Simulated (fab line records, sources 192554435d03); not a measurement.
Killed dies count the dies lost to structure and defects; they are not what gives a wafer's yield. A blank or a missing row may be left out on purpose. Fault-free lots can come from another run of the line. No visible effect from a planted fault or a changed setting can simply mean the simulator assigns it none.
Comparing a struck lot with a sound one -- flow n5-finfet -- 15 out of 1938 route steps
Sound: wafers L659.1, L659.3, L659.5. Struck: wafers L671.1, L671.4, L671.5. The cause is named last.
For every step that has rows: the tool of each side, followed by ch and its chambers, followed by its first start. Under that, the readings that differ: sound wafers -- struck wafers -- difference of the means -- sigmas: that difference in standard deviations of wafers without a fault.
alike: readings whose means differ by less than 2 such deviations, and words and numbers that are the same on both sides. not compared: withheld readings, readings that some wafer has no value for, bounds like >300 that may hide the same value, and numbers for which the record gives no deviation and whose values overlap.
Wherever a step has rows on one side only, a row that says differs or no value, or a row with sigmas, the two part there. Non-overlapping numbers with no deviation appear without sigmas and do not part them. Lack of a reading on every wafer of one side parts them only where that side has two or more wafers.

first, 1 step without rows for these wafers: N5_MOL_CONTACT_COAG_VIA_ETCH_117 (etches SiO2 in C4F6/O2, target depth 40 nm, overetch 8 nm, time 26 s).
N5_MOL_CONTACT_COAG_ETCH_124: etches SiNx in CH3F/O2, stops on SiOC, target depth 6.5 nm.
  sound on rie-diel-01 ch 1,2, day 5 11:21; struck on rie-diel-06 ch 0,2, day 8 12:24
reading,sound,struck,difference,sigmas
oes_o_777_au (a.u.),0.97 0.84 0.85,0.68 0.74 0.69,-0.18,-3
oes-product-au (a.u.),0.83 0.71 0.71,0.59 0.62 0.60,-0.15,-2
  alike: drypump-motor-current-A, rf-vpp-V, showerhead-plenum-p-Torr, throttle-valve-pct
  not compared: rf-hours-counter-h
N5_MOL_CONTACT_COAG_ETCH_48: etches SiOC in C4F6/O2, target depth 15 nm, overetch 4.5 nm, time 17 s.
  sound on rie-diel-01 ch 1,2, day 5 11:23; struck on rie-diel-06 ch 0,2, day 8 12:26
reading,sound,struck,difference,sigmas
oes_o_777_au (a.u.),0.96 0.85 0.85,0.68 0.74 0.68,-0.19,-3
  alike: drypump-motor-current-A, oes-product-au, rf-vpp-V, showerhead-plenum-p-Torr, throttle-valve-pct
  not compared: rf-hours-counter-h
N5_MOL_CONTACT_COAG_STRIP_72: strips in N2/H2.
  sound on rie-diel-01 ch 1,2, day 5 11:27; struck on rie-diel-06 ch 0,2, day 8 12:30
reading,sound,struck,difference,sigmas
oes-product-au (a.u.),0.99 0.83 0.83,0.69 0.71 0.69,-0.19,-2
  alike: drypump-motor-current-A, rf-vpp-V, showerhead-plenum-p-Torr, temp-c, throttle-valve-pct
  not compared: rf-hours-counter-h
N5_MOL_CONTACT_COAG_STRIP_49: strips in N2/H2, time 30 s.
  sound on plasma-asher-02 ch 0,1, day 5 11:32; struck on plasma-asher-02 ch 1, day 8 12:35
  alike: drypump-motor-current-A, heater-power-w, temp-c
  not compared: rf-hours-counter-h
then, 2 steps without rows for these wafers: N5_MOL_CONTACT_COAG_PRECLEAN_138 (cleans in alkaline clean, time 60 s); N5_MOL_CONTACT_COAG_SRD_139 (time 30 s).
N5_MOL_CONTACT_COAG_CD_MEAS_101 targets a cd of 16 nm.
  sound on cd-sem-02 at day 5 11:41; struck on cd-sem-01 at day 8 12:44
  alike: cd-nm
following that, these wafers have no rows for 1 step: N5_MOL_CONTACT_COAG_PRE_CLEAN_121.
N5_MOL_CONTACT_COAG_CVD_140: deposits W, target thk 66.5 nm, time 215 s.
  sound on cvd-w-02 ch 0,1, day 5 11:49; struck on cvd-w-02 ch 0,1, day 8 12:52
  alike: heater-power-w
then, 2 steps without rows for these wafers: N5_MOL_CONTACT_COAG_PRECLEAN_127 (cleans in DIW, time 57.5 s); N5_MOL_CONTACT_COAG_SRD_128 (dry time 32 s).
N5_MOL_CONTACT_COAG_CMP_52: polishes, stops on SiO2, t overpolish 1.5 s, target thk 66.5 nm.
  sound on cmp-01 ch 0,1, day 5 12:08; struck on cmp-04 ch 0,2, day 8 13:16
reading,sound,struck,difference,sigmas
platen-rpm (rpm),50.21 50.24 50.28,52.33 52.29 52.34,+2.08,+61
  alike: motor-current-A, overpolish-run-s, retaining-ring-pressure-frac, time-to-endpoint-s
N5_MOL_CONTACT_COAG_THK_MEAS_53:
  sound on film-metro-01 at day 5 12:25; struck on film-metro-01 at day 8 13:31
  alike: VIA_MOL_THK
-- the record jumps here: 8 days lie between the struck wafers' starts before and after (it left off in module MOL_CONTACT_COAG and takes up again in module PASSIVATION, whose first step shown is number 1936 of the route) --
N5_PASSIVATION_PROBE_49:
  sound on prober-01 at day 13 11:56; struck on prober-02 at day 16 12:06
  alike: killed_at_M0_to_M3, killed_at_M4_up, killed-at-contacts, killed-at-front-end, killed-at-other, killed-dies, killed-open, killed-short

WHERE THEY PART
First at N5_MOL_CONTACT_COAG_ETCH_124; last, within this record, at N5_MOL_CONTACT_COAG_CMP_52. Later steps at which nothing parts them and some readings are alike: N5_MOL_CONTACT_COAG_THK_MEAS_53, N5_PASSIVATION_PROBE_49.

WHY: what the simulator had put in
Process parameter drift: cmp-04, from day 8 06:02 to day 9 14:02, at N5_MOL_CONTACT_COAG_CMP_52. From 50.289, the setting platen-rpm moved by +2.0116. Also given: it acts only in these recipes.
